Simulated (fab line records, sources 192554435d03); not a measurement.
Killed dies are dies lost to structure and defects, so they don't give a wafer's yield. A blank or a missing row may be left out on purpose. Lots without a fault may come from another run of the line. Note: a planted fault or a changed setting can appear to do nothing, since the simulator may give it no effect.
fab line records -- flow n5-finfet -- part 2 of 2: steps 22 to 28 of 28
[record] lots = 5, wafers = 15, last-day = 15
route steps=1938 shown BEOL_M8@1349
lots untouched by any fault: they come from a run of this same line in which no faults occurred
start-h: hours from the record's first day to the start of the lot's first wafer shown -- wait-h: time in hours since the lot's previous step -- " the same as in the row above -- L1.1+2: a single row standing in for several wafers -- - either no value or no given start -- * or withheld: withheld -- < > ~ a bound
route shown NAME@n: a module of which the file shows steps, and the number in the route of the first -- usual: mean/standard deviation taken from wafers without a fault -- same: alike in all rows -- chamber/n: place in a boat -- sites: per-site readings -- _std_site: standard deviation across them -- _edge_site: the outer-site mean with the inner-site mean subtracted -- radius-mm: how far each site lies from the wafer's centre -- mask NAME#n: copy n -- behind: the most recent tool/chamber to have shaped the wafer -- hold: what put the lot on hold/how long, in hours/how the hold closed -- device: which transistor (n, p or np) failed to switch -- end of line: the same wafers' tests at the end of the route -- step lacking rows: just its recipe -- killed: the dies lost at the first sort to structure and to defects; this is not the yield of the wafer -- map: a wafer's dies, x killed, . not, _ none there
set.NAME: the setting as run; set.NAME@STEP: as run at that earlier step -- model.NAME: the simulator's own value behind a step, which no gauge read
a table for each step, a row for each wafer; lots at some steps of the route
services: when a tool's chamber went out of use (start-h, in hours from the record's first day, below 0 if earlier), for how many hours, and the reason
[[steps]]
[step N5_BEOL_M8_ETCH_65]
[recipe] chemistry = CF4, target = SiARC, target-depth-a = 156, mask-material = CAR-EUV, time-s = 26, ion-energy-ev = 80, pressure-mtorr = 40, source-w = 545, bias-w = 36, Ar_flow_sccm = 100, cf4-flow-sccm = 100, ends = cleared
[usual] drypump-motor-current-A = 5.4/0.51, etch-rf-on-time-s = 25.7/0.75, oes-product-au = 0.71/0.079, rf-vpp-V = 184.6/1.1, showerhead-plenum-p-Torr = 2.18/0.07, throttle-valve-pct = 15.57/0.2
lot.wafer,tool,chamber,start-h,wait-h,drypump-motor-current-A,etch-rf-on-time-s,oes-product-au,rf-hours-counter-h,rf-vpp-V,showerhead-plenum-p-Torr,throttle-valve-pct
L080.2,rie-diel-06,1,241.21,0.0,4.8,25.9,0.60,231,185.5,2.11,15.85
L080.4,rie-diel-06,2,241.21,0.0,5.1,26.1,0.65,112,183.9,2.27,15.53
L080.6,rie-diel-06,2,241.21,0.0,5.1,26.3,0.65,-,185.0,2.27,15.56
L084.1,rie-diel-05,1,264.49,0.0,5.3,25.2,0.77,30,185.0,2.25,15.59
L084.4,rie-diel-05,2,264.49,0.0,5.3,25.8,0.70,-,184.5,2.15,15.22
L084.6,rie-diel-05,0,264.49,0.0,4.8,24.1,0.83,-,186.2,2.28,15.49
L083.1,rie-diel-05,0,266.38,0.0,4.8,24.4,0.83,21,186.2,2.28,15.49
L083.3,rie-diel-05,2,266.38,0.0,5.3,25.8,0.70,82,184.1,2.15,15.22
L083.6,rie-diel-05,2,266.38,0.0,5.3,25.8,0.70,-,184.5,2.15,15.22
L089.1,rie-diel-05,1,286.34,0.0,5.3,24.8,0.76,41,185.4,2.25,15.61
L089.2,rie-diel-05,2,286.34,0.0,5.3,25.7,0.69,92,185.7,2.14,15.26
L089.3,rie-diel-05,0,286.34,0.0,4.8,24.3,0.81,31,185.8,2.27,15.51
L088.2,rie-diel-05,0,286.74,0.0,4.8,24.1,0.81,31,186.0,2.27,15.49
L088.4,rie-diel-05,1,286.74,0.0,5.3,25.1,0.76,-,185.4,2.25,15.61
L088.6,rie-diel-05,2,286.74,0.0,5.3,25.7,0.68,-,182.8,2.14,15.24
[step N5_BEOL_M8_ETCH_66]
[recipe] chemistry = N2/H2, target = SOC, target-depth-a = 800, overetch-a = 160, mask-material = SiARC, temp-c = 40, time-s = 120, ion-energy-ev = 200, pressure-mtorr = 30, source-w = 840, bias-w = 150, n2-flow-sccm = 200, h2-flow-sccm = 200
[usual] drypump-motor-current-A = 5.4/0.51, n2-flow-sccm = 200.0/0.63, oes-product-au = 0.63/0.062, rf-vpp-V = 525.4/2.5, showerhead-plenum-p-Torr = 2.60/0.085, throttle-valve-pct = 17.79/0.19
lot.wafer,tool,chamber,start-h,wait-h,drypump-motor-current-A,n2-flow-sccm,oes-product-au,rf-hours-counter-h,rf-vpp-V,showerhead-plenum-p-Torr,throttle-valve-pct
L080.2,rie-diel-06,1,241.23,0.0,4.8,199.3,0.53,231,522.8,2.49,17.91
L080.4,rie-diel-06,2,241.23,0.0,5.1,198.8,0.59,112,526.9,2.68,17.70
L080.6,rie-diel-06,2,241.23,0.0,5.1,199.9,0.59,-,528.0,2.68,17.70
L084.1,rie-diel-05,1,264.52,0.0,5.3,200.4,0.67,30,527.3,2.71,17.95
L084.4,rie-diel-05,2,264.52,0.0,5.3,201.2,0.62,-,522.4,2.56,17.45
L084.6,rie-diel-05,0,264.52,0.0,4.8,200.6,0.70,-,529.4,2.71,17.74
L083.1,rie-diel-05,0,266.41,0.0,4.8,199.1,0.71,21,529.8,2.71,17.74
L083.3,rie-diel-05,2,266.41,0.0,5.3,199.0,0.63,82,525.1,2.56,17.46
L083.6,rie-diel-05,2,266.41,0.0,5.3,199.6,0.62,-,526.3,2.56,17.45
L089.1,rie-diel-05,1,286.37,0.0,5.3,200.6,0.66,41,526.8,2.70,17.99
L089.2,rie-diel-05,2,286.37,0.0,5.3,199.9,0.62,92,523.7,2.56,17.48
L089.3,rie-diel-05,0,286.37,0.0,4.8,199.9,0.70,31,527.8,2.70,17.77
L088.2,rie-diel-05,0,286.77,0.0,4.8,199.8,0.69,31,530.2,2.70,17.77
L088.4,rie-diel-05,1,286.77,0.0,5.3,199.9,0.66,-,527.1,2.70,17.98
L088.6,rie-diel-05,2,286.77,0.0,5.3,199.2,0.62,-,524.8,2.56,17.48
[step N5_BEOL_M8_STRIP_69]
[recipe] chemistry = N2/H2, temp-c = 40, n2-flow-sccm = 200, h2-flow-sccm = 200, rf-frequency-hz = 6e+07
lot.wafer,tool,chamber,start-h,wait-h
L080.2+4+6,rie-diel-06,"1,2,2",241.31,0.0
L084.1+4+6,rie-diel-05,"1,2,0",264.60,0.0
L083.1+3+6,rie-diel-05,"0,2,2",266.49,0.0
L089.1+2+3,rie-diel-05,"1,2,0",286.45,0.0
L088.2+4+6,rie-diel-05,"0,1,2",286.85,0.0
[step N5_BEOL_M8_STRIP_73]
[recipe] chemistry = N2/H2, temp-c = 40, n2-flow-sccm = 200, h2-flow-sccm = 200, rf-frequency-hz = 6e+07
lot.wafer,tool,chamber,start-h,wait-h
L080.2+4+6,rie-diel-06,"1,2,2",241.32,0.0
L084.1+4+6,rie-diel-05,"1,2,0",264.61,0.0
L083.1+3+6,rie-diel-05,"0,2,2",266.50,0.0
L089.1+2+3,rie-diel-05,"1,2,0",286.46,0.0
L088.2+4+6,rie-diel-05,"0,1,2",286.86,0.0
[step N5_BEOL_M8_VIA_ETCH_34]
[recipe] chemistry = C4F6/O2, target = SiCOH_lowk, target-depth-a = 1255, mask-material = SOC, taper-deg = 4, time-s = 50.5, ion-energy-ev = 250, pressure-mtorr = 30, source-w = 345, bias-w = 185, Ar_flow_sccm = 300, C4F6_flow_sccm = 10, O2_flow_sccm = 10
[usual] O2_flow_sccm = 10.001/0.028, drypump-motor-current-A = 5.4/0.51, oes-product-au = 0.83/0.089, rf-vpp-V = 674/17, showerhead-plenum-p-Torr = 2.90/0.1, throttle-valve-pct = 20.84/0.25
lot.wafer,tool,chamber,start-h,wait-h,O2_flow_sccm,drypump-motor-current-A,oes-product-au,rf-hours-counter-h,rf-vpp-V,showerhead-plenum-p-Torr,throttle-valve-pct
L080.2,rie-diel-06,1,241.33,0.0,9.958,4.8,0.69,231,643,2.79,20.96
L080.4,rie-diel-06,2,241.33,0.0,9.974,5.1,0.76,112,688,3.02,20.81
L080.6,rie-diel-06,2,241.33,0.0,9.950,5.1,0.77,-,687,3.02,20.85
L084.1,rie-diel-05,1,264.62,0.0,9.979,5.3,0.89,30,677,2.99,20.90
L084.4,rie-diel-05,2,264.62,0.0,10.012,5.3,0.82,-,661,2.83,20.34
L084.6,rie-diel-05,0,264.62,0.0,9.990,4.8,0.96,-,681,3.04,20.97
L083.1,rie-diel-05,0,266.51,0.0,9.998,4.8,0.96,21,682,3.04,20.96
L083.3,rie-diel-05,2,266.51,0.0,9.998,5.3,0.82,82,661,2.83,20.35
L083.6,rie-diel-05,2,266.51,0.0,9.969,5.3,0.82,-,661,2.83,20.35
L089.1,rie-diel-05,1,286.47,0.0,9.976,5.3,0.88,42,678,2.99,20.92
L089.2,rie-diel-05,2,286.47,0.0,10.007,5.3,0.81,93,660,2.83,20.36
L089.3,rie-diel-05,0,286.47,0.0,10.019,4.8,0.93,31,683,3.04,20.98
L088.2,rie-diel-05,0,286.87,0.0,9.975,4.8,0.94,31,681,3.04,20.96
L088.4,rie-diel-05,1,286.87,0.0,9.991,5.3,0.88,-,676,2.99,20.92
L088.6,rie-diel-05,2,286.87,0.0,10.047,5.3,0.82,-,661,2.83,20.36
[step N5_BEOL_M8_STRIP_76]
[recipe] chemistry = C4F6/O2, resist = SiARC, rf-frequency-hz = 6e+07
lot.wafer,tool,chamber,start-h,wait-h
L080.2+4+6,rie-diel-06,"1,2,2",241.38,0.0
L084.1+4+6,rie-diel-05,"1,2,0",264.66,0.0
L083.1+3+6,rie-diel-05,"0,2,2",266.55,0.0
L089.1+2+3,rie-diel-05,"1,2,0",286.51,0.0
L088.2+4+6,rie-diel-05,"0,1,2",286.91,0.0
[step N5_BEOL_M8_STRIP_36]
[recipe] chemistry = N2/H2, power-w = 450, temp-c = 40, pressure-mtorr = 20, rf-frequency-hz = 6e+07, overash-fraction = 0.3, bias-power-w = 7, h2-frac = 0.5, n2-flow-sccm = 200, h2-flow-sccm = 200
[usual] drypump-motor-current-A = 5.4/0.51, n2-flow-sccm = 200.1/0.62, oes-product-au = 0.83/0.083, rf-vpp-V = 59.2/1.4, showerhead-plenum-p-Torr = 2.60/0.085, throttle-valve-pct = 23.65/0.22
lot.wafer,tool,chamber,start-h,wait-h,drypump-motor-current-A,n2-flow-sccm,oes-product-au,rf-hours-counter-h,rf-vpp-V,showerhead-plenum-p-Torr,throttle-valve-pct
L080.2,rie-diel-06,1,241.39,0.0,4.8,199.3,0.69,231,58.2,2.49,23.57
L080.4,rie-diel-06,2,241.39,0.0,5.1,200.6,0.77,112,61.1,2.67,23.62
L080.6,rie-diel-06,2,241.39,0.0,5.1,201.1,0.78,-,59.7,2.67,23.67
L084.1,rie-diel-05,1,264.67,0.0,5.3,200.5,0.88,30,61.9,2.70,23.94
L084.4,rie-diel-05,2,264.67,0.0,5.3,200.2,0.84,-,56.5,2.56,23.28
L084.6,rie-diel-05,0,264.67,0.0,4.8,200.8,0.95,-,59.1,2.71,23.68
L083.1,rie-diel-05,0,266.56,0.0,4.8,199.9,0.91,21,58.3,2.71,23.72
L083.3,rie-diel-05,2,266.56,0.0,5.3,200.1,0.83,82,60.2,2.56,23.27
L083.6,rie-diel-05,2,266.56,0.0,5.3,199.7,0.83,-,57.0,2.56,23.28
L089.1,rie-diel-05,1,286.52,0.0,5.3,200.5,0.86,42,60.0,2.70,23.95
L089.2,rie-diel-05,2,286.52,0.0,5.3,200.5,0.82,93,59.8,2.55,23.29
L089.3,rie-diel-05,0,286.52,0.0,4.8,201.6,0.91,31,58.4,2.70,23.70
L088.2,rie-diel-05,0,286.92,0.0,4.8,199.5,0.91,31,57.3,2.70,23.68
L088.4,rie-diel-05,1,286.92,0.0,5.3,199.5,0.87,-,60.0,2.70,23.95
L088.6,rie-diel-05,2,286.92,0.0,5.3,200.8,0.82,-,57.4,2.56,23.28
[[services]]
tool,chamber,start-h,hours,kind
rie-diel-04,1,214.39,-,clean
rie-diel-04,1,214.39,-,consumable-replace:focus-ring
rie-diel-04,1,214.39,16.8,scheduled-down
rie-diel-04,1,214.39,16.8,vent-cycle
euv-scanner-02,-,227.74,1.8,repair
rie-metal-03,-,228.42,2.8,pm
euv-scanner-02,-,232.91,1.0,pm
rie-diel-04,1,235.62,8.8,repair
rie-diel-05,3,239.05,115.1,repair
euv-scanner-01,-,245.01,1.0,pm
litho-track-02,-,247.64,-,consumable-replace:filter
rie-metal-03,-,264.48,1.2,repair
rie-metal-03,1,268.04,-,clean
rie-metal-03,1,268.04,34.8,scheduled-down
rie-metal-03,1,268.04,34.8,vent-cycle
euv-scanner-02,-,269.28,4.6,pm
rie-metal-03,0,269.77,1.1,repair
rie-metal-01,0,279.32,6.2,repair
euv-scanner-01,0,285.01,-,calibration
